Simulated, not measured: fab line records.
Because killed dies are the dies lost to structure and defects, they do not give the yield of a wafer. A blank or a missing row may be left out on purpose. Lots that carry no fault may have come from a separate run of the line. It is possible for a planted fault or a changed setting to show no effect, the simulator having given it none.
fab line records    flow nand-harc
[record] lots = 6  wafers = 16  last-day = 33
route steps=1302 shown A_STAIRCASE@829
lots with no fault: from the same line, run without faults
start-h: hours from the record's opening day to when the first of the lot's shown wafers began    wait-h: hours from the lot's prior step to this one    " same as the row above    L1.1+2: a row that stands for several wafers    - no value present, or no start provided    * or withheld: withheld    < > ~ a bound
route shown NAME@n: NAME is a module with steps in the file, n the number in the route of the first one    usual: mean/standard deviation taken from wafers without a fault    same: alike in all rows    chamber/n: place in a boat    sites: per-site readings    _std_site: their standard deviation    _edge_site: the outer-site mean with the inner-site mean subtracted    radius-mm: how far each site lies from the wafer's centre    mask NAME#n: copy n    behind: the last tool/chamber to shape the wafer    hold: the reason the lot was held/the length of the hold in hours/how it ended    device: which transistor (n, p or np) failed to switch    end of line: the same wafers' tests at the end of the route    step lacking rows: just its recipe    killed: dies that structure and defects cost at the first sort, which is not the same as the wafer's yield    map: the dies of a wafer, with x for killed, . for not killed, _ for no die there
set.NAME: the run value of the setting; set.NAME@STEP: its run value at that earlier step    model.NAME: the simulator's own value behind a step, which no gauge read
lots at some steps of the route; a table a step, a row a wafer
services: the hour from which a tool's chamber was out of use, counted from the record's first day as start-h (under 0 if before that day), plus the number of hours and why
[[steps]]
[step NHARC_A_STAIRCASE_HARDBAKE_311]
[recipe] temp-c = 120  time-s = 140
[step NHARC_A_STAIRCASE_DESCUM_312]
[recipe] time-s = 3  o2-flow-sccm = 200  ar-flow-sccm = 0  bias-power-w = 0  chemistry = O2
[usual] drypump-motor-current-A = 5.6/0.35  mfc-ar-sccm = 0.008/0.011  oes-product-au = 0.997/0.0091  rf-vpp-V = 57.5/0.92  showerhead-plenum-p-Torr = 1.88/0.096  throttle-valve-pct = 11.310/0.0098
lot.wafer  tool         chamber  start-h  wait-h  drypump-motor-current-A  mfc-ar-sccm  oes-product-au  rf-hours-counter-h  rf-vpp-V  showerhead-plenum-p-Torr  throttle-valve-pct
L836.3     rie-diel-08  3        427.80   -       5.4                      0.028        0.978           17                  57.2      1.80                      11.308
L836.4     "            0        "        "       5.6                      0            0.978           19                  57.4      1.85                      11.312
L836.5     "            1        "        "       6.2                      0.016        1.000           -                   58.2      1.78                      11.304
L835.2     rie-diel-08  3        431.15   -       5.4                      0.028        0.986           18                  58.5      1.80                      11.310
L835.3     "            2        "        "       6.1                      0.002        1.004           14                  56.2      1.77                      11.310
L835.5     "            0        "        "       5.6                      0            0.994           -                   55.9      1.85                      11.327
L843.3     rie-diel-12  2        518.43   -       5.2                      0            1.004           21                  58.0      1.86                      11.293
L843.6     "            0        "        "       5.5                      0.021        0.996           -                   56.9      1.88                      11.308
L845.1     rie-diel-08  0        520.30   -       5.6                      0            0.993           47                  56.9      1.84                      11.312
L845.3     "            1        "        "       6.2                      0.016        1.007           53                  56.4      1.77                      11.305
L850.2     rie-diel-03  2        581.74   -       5.6                      0.007        0.994           31                  56.8      1.86                      11.301
L850.6     "            1        "        "       5.3                      0            0.993           -                   59.7      2.05                      11.322
L850.5     "            2        "        "       5.5                      0.007        0.994           -                   58.0      1.86                      11.321
L853.1     rie-diel-08  2        601.53   -       6.1                      0.002        0.993           11                  59.5      2.07                      11.308
L853.3     "            0        "        "       5.6                      0            0.995           18                  56.7      1.83                      11.307
L853.5     "            3        "        "       5.4                      0.028        0.978           -                   57.2      1.78                      11.307
[step NHARC_A_STAIRCASE_ETCH_313]
[recipe] cf4-flow-sccm = 100  chf3-flow-sccm = 30  ar-flow-sccm = 0  rf-w = 500  bias-w = 200  chemistry = CF4/CHF3
[usual] drypump-motor-current-A = 5.6/0.36  mfc-ar-sccm = 0.008/0.011  oes-product-au = 0.928/0.014  rf-vpp-V = 369.6/2.5  showerhead-plenum-p-Torr = 1.54/0.072  throttle-valve-pct = 16.803/0.0093
lot.wafer  tool         chamber  start-h  wait-h  drypump-motor-current-A  mfc-ar-sccm  oes-product-au  rf-hours-counter-h  rf-vpp-V  showerhead-plenum-p-Torr  throttle-valve-pct
L836.3     rie-diel-08  3        427.88   0.1     5.4                      0.028        0.972           17                  367.1     1.48                      16.797
L836.4     "            0        "        "       5.6                      0            0.970           19                  369.1     1.52                      16.804
L836.5     "            1        "        "       6.3                      0.016        0.961           -                   366.2     1.47                      16.809
L835.3     rie-diel-08  1        431.42   0.2     6.2                      0.016        0.924           16                  366.8     1.47                      16.799
L835.2     "            3        "        "       5.4                      0.028        0.921           18                  367.3     1.48                      16.795
L835.5     "            1        "        "       6.2                      0.016        0.924           -                   366.8     1.47                      16.808
L843.3     rie-diel-12  0        518.50   0.1     5.4                      0.021        0.926           21                  369.4     1.55                      16.792
L843.6     "            3        "        "       5.5                      0.032        0.919           -                   368.7     1.53                      16.809
L845.1     rie-diel-08  0        520.44   0.1     5.6                      0            0.916           48                  369.2     1.52                      16.800
L845.3     "            1        "        "       6.2                      0.016        0.918           53                  365.8     1.46                      16.799
L850.2     rie-diel-03  2        581.85   0.1     5.6                      0.007        0.931           31                  369.3     1.53                      16.802
L850.5     "            3        "        "       5.5                      0            0.923           -                   368.2     1.52                      16.805
L850.6     "            0        "        "       4.9                      0            0.921           -                   370.7     1.60                      16.802
L853.3     rie-diel-08  0        601.64   0.1     5.6                      0            0.970           18                  367.1     1.51                      16.818
L853.1     "            1        "        "       6.2                      0.016        0.966           17                  375.3     1.70                      16.811
L853.5     "            3        "        "       5.5                      0.028        0.936           -                   368.3     1.47                      16.786
[step NHARC_A_STAIRCASE_HM_OPEN_463]
[recipe] o2-flow-sccm = 400  cos-flow-sccm = 20  ar-flow-sccm = 0  rf-w = 500  bias-w = 300  chemistry = O2/COS
[usual] drypump-motor-current-A = 5.6/0.36  mfc-ar-sccm = 0.008/0.01  oes-product-au = 0.998/0.0074  rf-vpp-V = 466/3.1  showerhead-plenum-p-Torr = 3.07/0.15  throttle-valve-pct = 28.330/0.011
lot.wafer  tool         chamber  start-h  wait-h  drypump-motor-current-A  mfc-ar-sccm  oes-product-au  rf-hours-counter-h  rf-vpp-V  showerhead-plenum-p-Torr  throttle-valve-pct
L836.4     rie-diel-08  1        -        -       6.3                      0.016        0.989           15                  464       2.91                      28.335
L836.3     "            3        "        "       5.5                      0.028        1.006           17                  463       2.94                      28.334
L836.5     "            1        "        "       6.3                      0.016        0.997           -                   463       2.91                      28.323
L835.2     rie-diel-08  1        -        -       6.2                      0.016        1.001           16                  463       2.91                      28.326
L835.3     "            3        "        "       5.4                      0.028        0.994           18                  463       2.94                      28.323
L835.5     "            1        "        "       6.3                      0.016        1.001           -                   464       2.91                      28.332
L843.3     rie-diel-12  3        -        -       5.5                      0.032        0.987           20                  466       3.04                      28.325
L843.6     "            1        "        "       5.6                      0            0.996           -                   469       3.19                      28.333
L845.1     rie-diel-08  3        -        -       5.4                      0.028        0.993           45                  465       2.93                      28.314
L845.3     "            2        "        "       6.1                      0.002        0.995           45                  462       2.89                      28.333
L850.2     rie-diel-03  2        -        -       5.6                      0.007        1.007           31                  465       3.04                      28.320
L850.5     "            2        "        "       5.6                      0.007        1.008           -                   466       3.04                      28.333
L850.6     "            3        "        "       5.5                      0            1.000           -                   465       3.02                      28.351
L853.3     rie-diel-08  0        -        -       5.7                      0            1.007           18                  464       2.99                      28.326
L853.1     "            1        "        "       6.2                      0.016        1.009           17                  472       3.36                      28.335
L853.5     "            2        "        "       6.1                      0.002        0.993           -                   472       3.37                      28.318
[step NHARC_A_STAIRCASE_STRIP_464]
[recipe] o2-flow-sccm = 400  cos-flow-sccm = 20  ar-flow-sccm = 0  bias-w = 0  chemistry = O2/COS
[step NHARC_A_STAIRCASE_ETCH_453]
[recipe] target-depth-a = 300  overetch-a = 30  time-s = 16.5  ion-energy-ev = 100  cf4-flow-sccm = 80  o2-flow-sccm = 20  ar-flow-sccm = 0  rf-w = 300  bias-w = 100  chemistry = CF4/O2
[step NHARC_A_STAIRCASE_ETCH_315]
[recipe] target-depth-a = 25000  time-s = 607.1  ion-energy-ev = 800  c4f8-flow-sccm = 80  o2-flow-sccm = 60  ar-flow-sccm = withheld  rf-w = 600  bias-w = 3000  chemistry = C4F8/O2/Ar
[usual] oes-product-au = 0.929/0.0096  rf-vpp-V = 1823/12
lot.wafer  tool         chamber  start-h  wait-h  oes-product-au  rf-hours-counter-h  rf-vpp-V
L836.4     rie-diel-08  1        -        -       0.940           15                  1809
L836.3     "            0        "        "       0.942           19                  1820
L836.5     "            1        "        "       0.948           -                   1809
L835.2     rie-diel-08  3        -        -       0.918           18                  1811
L835.3     "            0        "        "       0.918           20                  1818
L835.5     "            0        "        "       0.913           -                   1817
L843.3     rie-diel-12  1        -        -       0.921           21                  1834
L843.6     "            1        "        "       0.917           -                   1833
L845.1     rie-diel-08  3        -        -       0.922           45                  1810
L845.3     "            0        "        "       0.920           48                  1817
L850.2     rie-diel-03  1        -        -       0.930           32                  1845
L850.6     "            0        "        "       0.940           -                   1830
L850.5     "            1        "        "       0.939           -                   1844
L853.1     rie-diel-08  2        -        -       0.920           11                  1845
L853.3     "            0        "        "       0.929           19                  1815
L853.5     "            1        "        "       0.931           -                   1846
[step NHARC_A_STAIRCASE_STRIP_316]
[recipe] o2-flow-sccm = 500  ar-flow-sccm = 0  bias-w = 0  chemistry = O2
[usual] drypump-motor-current-A = 5.6/0.36  mfc-ar-sccm = 0.008/0.011  oes-product-au = 0.997/0.0078  rf-vpp-V = 57.7/0.91  showerhead-plenum-p-Torr = 3.47/0.17  throttle-valve-pct = 17.037/0.0089
lot.wafer  tool         chamber  start-h  wait-h  drypump-motor-current-A  mfc-ar-sccm  oes-product-au  rf-hours-counter-h  rf-vpp-V  showerhead-plenum-p-Torr  throttle-valve-pct
L836.4     rie-diel-08  3        -        -       5.5                      0.028        1.007           17                  56.9      3.33                      17.036
L836.3     "            0        "        "       5.6                      0            1.010           19                  56.8      3.41                      17.045
L836.5     "            3        "        "       5.4                      0.028        0.995           -                   57.6      3.33                      17.048
L835.3     rie-diel-08  0        -        -       5.6                      0            0.988           20                  57.3      3.41                      17.035
L835.2     "            1        "        "       6.2                      0.016        0.993           17                  58.1      3.30                      17.038
L835.5     "            3        "        "       5.4                      0.028        0.988           -                   57.6      3.33                      17.048
L843.3     rie-diel-12  3        -        -       5.5                      0.032        1.002           20                  58.0      3.43                      17.035
L843.6     "            1        "        "       5.7                      0            0.996           -                   58.5      3.61                      17.044
L845.3     rie-diel-08  1        -        -       6.2                      0.016        0.999           54                  58.1      3.28                      17.047
L845.1     "            2        "        "       6.1                      0.002        0.992           46                  57.6      3.27                      17.030
L850.2     rie-diel-03  0        -        -       5.0                      0            0.997           36                  58.2      3.60                      17.041
L850.5     "            0        "        "       5.0                      0            0.994           -                   59.2      3.60                      17.018
L850.6     "            1        "        "       5.3                      0            0.990           -                   58.2      3.76                      17.026
L853.3     rie-diel-08  0        -        -       5.6                      0            0.998           19                  57.5      3.38                      17.038
L853.1     "            2        "        "       6.1                      0.002        0.987           12                  59.6      3.80                      17.035
L853.5     "            3        "        "       5.5                      0.028        0.986           -                   58.0      3.30                      17.038
[step NHARC_A_STAIRCASE_STRIP_317]
[recipe] time-s = 900  temp-c = 130  chemistry = SPM
[step NHARC_A_STAIRCASE_PRECLEAN_318]
[recipe] time-s = *  temp-c = 50  bath-age-min = 0  chemistry = SC1
[step NHARC_A_STAIRCASE_SRD_329]
[step NHARC_A_STAIRCASE_ALD_415]
[recipe] target-thk-a = 300  pulse-time-s = 6  ald-cycles = 300  temp-c = 300  material = SiO2
[usual] ald-cycles = 300/0  heater-power-w = 473/62  precursor-pulse-height-rel = 0.999/0.019
lot.wafer  tool       chamber  start-h  wait-h  ald-cycles  heater-power-w  precursor-pulse-height-rel
L836.3     ald-hk-04  2        429.66   0.1     300         405             1.013
L836.4     "          3        "        "       300         490             1.007
L836.5     "          3        "        "       300         468             0.972
L835.3     ald-hk-04  3        434.18   0.3     300         501             0.974
L835.2     "          1        "        "       300         481             0.994
L835.5     "          2        "        "       300         396             0.988
L843.3     ald-hk-04  2        520.96   0.8     300         425             1.018
L843.6     "          3        "        "       322         474             0.995
L845.1     ald-hk-04  1        523.39   0.5     322         476             0.953
L845.3     "          2        "        "       300         413             0.990
L850.2     ald-hk-01  2        585.00   1.4     300         401             1.025
L850.6     "          1        "        "       300         452             1.009
L850.5     "          2        "        "       300         419             1.024
L853.3     ald-hk-04  2        603.99   0.6     300         418             0.998
L853.1     "          1        "        "       300         483             1.011
L853.5     "          2        "        "       300         411             1.018
[step NHARC_A_STAIRCASE_ETCHBACK_416]
[recipe] target-depth-a = 360  time-s = 7.2  c4f8-flow-sccm = withheld  o2-flow-sccm = 8  ar-flow-sccm = withheld  rf-w = 600  bias-w = 800  chemistry = C4F8/O2/Ar
[[services]]
tool         chamber  start-h  hours  kind
rie-diel-08  0        406.27   -      clean
rie-diel-08  1        406.27   -      clean
rie-diel-08  2        406.27   -      clean
rie-diel-08  3        406.27   -      clean
rie-diel-08  0        430.77   -      clean
rie-diel-08  1        430.77   -      clean
rie-diel-08  2        430.77   -      clean
rie-diel-08  3        430.77   -      clean
rie-diel-03  1        431.56   12.7   repair
rie-diel-12  -        447.14   9.0    pm
rie-diel-08  0        455.27   -      clean
rie-diel-08  1        455.27   -      clean
rie-diel-08  2        455.27   -      clean
rie-diel-03  -        458.81   9.0    pm
rie-diel-08  -        465.88   0.2    repair
ald-hk-01    -        475.38   10.0   pm
rie-diel-03  -        497.64   0.5    repair
rie-diel-08  2        499.32   11.7   repair
ald-hk-04    -        516.27   3.4    repair
ald-hk-04    -        539.85   1.4    repair
rie-diel-03  -        541.18   0.5    repair
rie-diel-08  -        549.77   9.0    pm
ald-hk-04    -        580.86   1.0    repair
rie-diel-12  3        581.95   8.1    repair
[[key]]
[first-sign] step = NHARC_A_STAIRCASE_ALD_415  reading = ald-cycles  direction = up  sigmas = 99+  usual = 300  struck = 322
effect none on later readings
met-at NHARC_A_STAIRCASE_ALD_415
struck-wafers L843.6,L845.1
sort-left-out L843.6,L845.1
tester-left-out L843,L845
onset-between 434.18 520.96
[fault] kind = process-parameter-drift  tool = ald-hk-04  chamber = -  onset-h = 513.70  steps = NHARC_A_STAIRCASE_ALD_415  channel = ald-cycles  offset = 22  shape = step  end-h = 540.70  scope = struck-wafers-only  acts-in = these-recipes-only  stated = 300
// tester-left-out: of these lots the tester's yield and bins aren't shown, on N5 and GAA mostly nor the transistor test; their killed dies are dies lost to structure and defects alone, not to doping, threshold or leakage, so they don't give the yield
// sort-left-out: the simulated sort isn't trusted on such a fault, so these wafers' sort isn't shown, and their yield isn't known
